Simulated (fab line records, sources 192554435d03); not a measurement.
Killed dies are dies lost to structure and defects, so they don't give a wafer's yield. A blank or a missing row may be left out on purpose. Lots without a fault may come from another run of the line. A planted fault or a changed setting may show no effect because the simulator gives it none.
Which tool did it? | flow n5_finfet | 23 lots, 69 wafers sampled, at 4 steps of a route of 1938

WHAT THE GAUGES READ, wafer by wafer
N5_PMOS_HMC_CHANNEL_EPI_OVL_MEAS_10.
lot  | measured    | on         | PMOS_HMC_BLK_OVL (nm)
L075 | day 2 01:11 | overlay-02 | -0.2 -0.4 -0.5
L076 | day 2 04:46 | overlay-02 | -1.3 0.4 0.9
L077 | day 2 11:28 | overlay-02 | -0.1 -1.5 -1.0
L078 | day 2 17:27 | overlay-02 | 0.1 -0.4 -0.9
L079 | day 2 22:55 | overlay-02 | 0.5 -0.5 -0.1
L080 | day 3 06:47 | overlay-01 | 0.2 -0.7 0.5
L081 | day 3 12:15 | overlay-01 | 0.4 0.4 0.0
L082 | day 3 17:19 | overlay-02 | -1.1 -1.1 -0.3
L083 | day 3 23:25 | overlay-02 | -0.3 -0.7 -0.1
L084 | day 4 05:21 | overlay-02 | -0.3 -0.5 -0.3
L085 | day 4 11:17 | overlay-01 | 0.7 -0.5 0.4
L086 | day 4 17:17 | overlay-02 | 0.1 0.6 -0.4
L087 | day 5 00:06 | overlay-02 | -0.9 1.6 -0.5
L088 | day 5 05:58 | overlay-02 | -0.5 0.2 0.6
L089 | day 5 11:35 | overlay-02 | 0.1 0.1 -0.5
L090 | day 5 17:52 | overlay-02 | 0.3 -0.6 -0.8
L091 | day 5 23:22 | overlay-02 | -0.1 -0.5 -0.5
L092 | day 6 05:40 | overlay-02 | -0.9 0.3 -1.1
L093 | day 6 11:32 | overlay-02 | -0.7 0.0 -0.6
L094 | day 6 18:28 | overlay-02 | -0.7 -0.3 -0.2
L095 | day 6 23:32 | overlay-02 | 1.0 0.1 -0.9
L096 | day 7 05:31 | overlay-01 | -1.1 -1.8 -2.4
L097 | day 7 11:34 | overlay-01 | -0.5 0.6 -0.4

N5_FIN_SAQP_OCD_MEAS_76.
lot  | measured    | on     | trench_depth_nm (nm)
L075 | day 2 10:10 | ocd-02 | 118.0 121.6 121.1
L076 | day 2 14:24 | ocd-02 | 121.1 119.1 118.0
L077 | day 2 21:09 | ocd-01 | 120.1 118.8 121.8
L078 | day 3 02:13 | ocd-02 | 122.0 122.4 120.4
L079 | day 3 08:38 | ocd-02 | 120.4 118.8 122.1
L080 | day 3 15:54 | ocd-02 | 120.5 123.8 119.2
L081 | day 3 21:48 | ocd-02 | 118.8 122.4 118.1
L082 | day 4 01:59 | ocd-02 | 118.0 116.1 117.1
L083 | day 4 09:28 | ocd-02 | 120.7 119.4 123.1
L084 | day 4 15:22 | ocd-02 | 121.1 120.5 119.7
L085 | day 4 21:32 | ocd-02 | 118.7 122.7 115.8
L086 | day 5 04:21 | ocd-02 | 122.0 124.1 121.6
L087 | day 5 10:07 | ocd-02 | 119.9 120.5 122.8
L088 | day 5 17:04 | ocd-02 | 119.0 118.6 120.8
L089 | day 5 20:28 | ocd-02 | 117.8 116.2 116.7
L090 | day 6 03:54 | ocd-02 | 121.3 119.5 123.6
L091 | day 6 08:13 | ocd-02 | 120.6 118.8 117.2
L092 | day 6 15:34 | ocd-01 | 122.3 121.7 117.7
L093 | day 6 21:31 | ocd-02 | 118.7 122.4 123.0
L094 | day 7 03:47 | ocd-01 | 116.2 117.1 117.7
L095 | day 7 09:02 | ocd-02 | 123.0 119.3 118.1
L096 | day 7 14:28 | ocd-02 | 120.5 118.9 120.5
L097 | day 7 21:04 | ocd-01 | 118.4 117.2 118.7

WHICH TOOL RAN EACH LOT (tool, then ch and the chambers of the sampled wafers, then the start)
lot  | N5_FIN_SAQP_MANDREL_ETCH_22     | N5_FIN_SAQP_SPACER2_ETCHBACK_29
L075 | rie_si-03 ch 0,1,3, day 2 06:09 | rie_diel-06 ch 0,1,3, day 2 09:25
L076 | rie_si-06 ch 0,1, day 2 09:35   | rie_diel-04 ch 0,1,3, day 2 13:39
L077 | rie_si-03 ch 0,3, day 2 17:08   | rie_diel-05 ch 2,3, day 2 20:24
L078 | rie_si-03 ch 2,3, day 2 21:58   | rie_diel-06 ch 0,1, day 3 01:28
L079 | rie_si-03 ch 1,2,3, day 3 04:34 | rie_diel-04 ch 0,2,3, day 3 07:52
L080 | rie_si-03 ch 1,3, day 3 12:05   | rie_diel-04 ch 0,2, day 3 15:09
L081 | rie_si-03 ch 2,3, day 3 17:40   | rie_diel-05 ch 1,2,3, day 3 21:02
L082 | rie_si-03 ch 0,2,3, day 3 21:59 | rie_diel-04 ch 0,2, day 4 01:14
L083 | rie_si-06 ch 1,3, day 4 04:41   | rie_diel-06 ch 0,1,3, day 4 08:42
L084 | rie_si-06 ch 2,3, day 4 10:25   | rie_diel-06 ch 1,2,3, day 4 14:22
L085 | rie_si-06 ch 0,2,3, day 4 16:10 | rie_diel-04 ch 0,2,3, day 4 20:48
L086 | rie_si-06 ch 0,1,2, day 4 22:30 | rie_diel-05 ch 0,1,2, day 5 03:36
L087 | rie_si-06 ch 1,2, day 5 05:20   | rie_diel-05 ch 1,2,3, day 5 09:22
L088 | rie_si-05 ch 0,1, day 5 12:59   | rie_diel-06 ch 0,1,2, day 5 16:05
L089 | rie_si-03 ch 0,2,3, day 5 16:32 | rie_diel-06 ch 0,1, day 5 19:43
L090 | rie_si-06 ch 0,2,3, day 5 23:15 | rie_diel-06 ch 0,2, day 6 03:09
L091 | rie_si-05 ch 0,1,2, day 6 04:09 | rie_diel-04 ch 2,3, day 6 07:26
L092 | rie_si-06 ch 2,3, day 6 10:28   | rie_diel-06 ch 1,2,3, day 6 14:51
L093 | rie_si-06 ch 1,3, day 6 17:32   | rie_diel-04 ch 0,1,3, day 6 20:46
L094 | rie_si-05 ch 1,2, day 6 23:15   | rie_diel-04 ch 0,2, day 7 03:00
L095 | rie_si-03 ch 1,2,3, day 7 04:40 | rie_diel-06 ch 0,1,2, day 7 08:17
L096 | rie_si-03 ch 1,3, day 7 10:06   | rie_diel-06 ch 1,2, day 7 13:33
L097 | rie_si-03 ch 1,2,3, day 7 16:11 | rie_diel-06 ch 2,3, day 7 20:13
- N5_FIN_SAQP_MANDREL_ETCH_22: etches a-Si in HBr/Cl2, stops on SiNx, target depth 60 nm, bt time 10 s, time 30 s.
- N5_FIN_SAQP_SPACER2_ETCHBACK_29: etches SiO2 in CHF3/O2, target depth 12.2 nm, time 6.1 s.

WHAT THE TOOLS THEMSELVES READ (means of the sampled wafers that have a number; where no wafer has one, the mark that the record gives instead)
N5_FIN_SAQP_MANDREL_ETCH_22.
lot  | tool      | drypump_motor_current_A (A) | oes_product_au (a.u.) | rf_fwd_power_W (W) | throttle_valve_pct (%)
L075 | rie_si-03 | 5.4                         | 0.772                 | 793.8              | 35.30
L076 | rie_si-06 | 5.3                         | 0.767                 | 795.9              | 35.25
L077 | rie_si-03 | 5.3                         | 0.770                 | 796.6              | 35.17
L078 | rie_si-03 | 5.3                         | 0.782                 | 797.8              | 35.08
L079 | rie_si-03 | 5.5                         | 0.788                 | 798.5              | 35.26
L080 | rie_si-03 | 5.6                         | 0.778                 | 799.6              | 35.48
L081 | rie_si-03 | 5.3                         | 0.770                 | 795.4              | 35.18
L082 | rie_si-03 | 5.3                         | 0.774                 | 796.4              | 35.09
L083 | rie_si-06 | 5.5                         | 0.779                 | 793.7              | 34.99
L084 | rie_si-06 | 5.5                         | 0.765                 | 797.1              | 35.02
L085 | rie_si-06 | 5.4                         | 0.751                 | 799.0              | 35.27
L086 | rie_si-06 | 5.2                         | 0.754                 | 794.4              | 35.34
L087 | rie_si-06 | 5.2                         | 0.772                 | 794.4              | 35.18
L088 | rie_si-05 | 6.0                         | 0.780                 | 791.8              | 35.18
L089 | rie_si-03 | 5.3                         | 0.772                 | 796.9              | 35.09
L090 | rie_si-06 | 5.4                         | 0.761                 | 797.0              | 35.26
L091 | rie_si-05 | 5.7                         | 0.770                 | 794.7              | 35.24
L092 | rie_si-06 | 5.5                         | 0.762                 | 795.4              | 35.02
L093 | rie_si-06 | 5.7                         | 0.771                 | 797.8              | 34.93
L094 | rie_si-05 | 5.3                         | 0.765                 | 792.9              | 35.35
L095 | rie_si-03 | 5.5                         | 0.783                 | 795.3              | 35.29
L096 | rie_si-03 | 5.6                         | 0.776                 | 797.3              | 35.47
L097 | rie_si-03 | 5.5                         | 0.782                 | 796.2              | 35.28

N5_FIN_SAQP_SPACER2_ETCHBACK_29.
lot  | tool        | drypump_motor_current_A (A) | oes_product_au (a.u.) | rf_fwd_power_W (W) | rf_vpp_V (V) | showerhead_plenum_p_Torr (Torr) | throttle_valve_pct (%)
L075 | rie_diel-06 | 5.7                         | 0.73                  | 647.3              | 521          | 2.34                            | 19.02
L076 | rie_diel-04 | 5.6                         | 0.75                  | 644.6              | 517          | 2.45                            | 19.19
L077 | rie_diel-05 | 6.1                         | 0.84                  | 643.6              | 541          | 2.42                            | 18.74
L078 | rie_diel-06 | 6.2                         | 0.72                  | 646.7              | 519          | 2.34                            | 19.01
L079 | rie_diel-04 | 5.3                         | 0.76                  | 643.6              | 527          | 2.46                            | 19.00
L080 | rie_diel-04 | 5.3                         | 0.75                  | 645.9              | 532          | 2.51                            | 18.97
L081 | rie_diel-05 | 6.0                         | 0.81                  | 645.2              | 529          | 2.38                            | 18.90
L082 | rie_diel-04 | 5.3                         | 0.74                  | 644.4              | 530          | 2.51                            | 18.96
L083 | rie_diel-06 | 5.7                         | 0.71                  | 647.5              | 522          | 2.33                            | 19.05
L084 | rie_diel-06 | 5.4                         | 0.72                  | 643.8              | 522          | 2.35                            | 19.02
L085 | rie_diel-04 | 5.3                         | 0.75                  | 646.0              | 527          | 2.45                            | 19.03
L086 | rie_diel-05 | 6.1                         | 0.78                  | 643.2              | 527          | 2.37                            | 18.98
L087 | rie_diel-05 | 6.0                         | 0.80                  | 644.1              | 529          | 2.37                            | 18.91
L088 | rie_diel-06 | 5.9                         | 0.81                  | 646.4              | 520          | 2.35                            | 18.88
L089 | rie_diel-06 | 6.2                         | 0.71                  | 646.5              | 520          | 2.33                            | 19.05
L090 | rie_diel-06 | 5.9                         | 0.87                  | 644.9              | 524          | 2.42                            | 18.70
L091 | rie_diel-04 | 4.9                         | 0.73                  | 644.7              | 529          | 2.38                            | 19.08
L092 | rie_diel-06 | 5.4                         | 0.89                  | 645.0              | 523          | 2.34                            | 18.79
L093 | rie_diel-04 | 5.6                         | 0.81                  | 643.6              | 516          | 2.44                            | 19.10
L094 | rie_diel-04 | 5.7                         | 0.75                  | 646.4              | 525          | 2.51                            | 19.02
L095 | rie_diel-06 | 5.9                         | 0.78                  | 645.8              | 521          | 2.34                            | 18.90
L096 | rie_diel-06 | 5.6                         | 0.80                  | 645.7              | 518          | 2.29                            | 18.93
L097 | rie_diel-06 | 5.3                         | 0.94                  | 647.5              | 527          | 2.39                            | 18.66

THE ANSWER, worked out from the rows above alone
Rule: what is usual is taken from the lots themselves. Put in order of their means at a reading, lots are off if they are a third of the lots or fewer, leave a main group of 4 or more, and stand apart from it by a gap of 3 or more times the standard deviation of the main group's means; of several such gaps the widest counts. A main group whose means are all the same, to the digits that the tables above print for the reading, isn't used. A lot without any number at a reading at which 4 lots or more have one is off too. The other lots that the step has rows for count as sound. The gauges are gone through in route order, then the tools' own readings, and for those a lot's mean is taken as printed above. The first step at which some lot is off is used, and at that step the reading that is off furthest; a lot without a number counts as furthest.
No lot is off at any reading shown: from this, nothing can be told.

WHAT THE SIMULATOR HAD PUT IN
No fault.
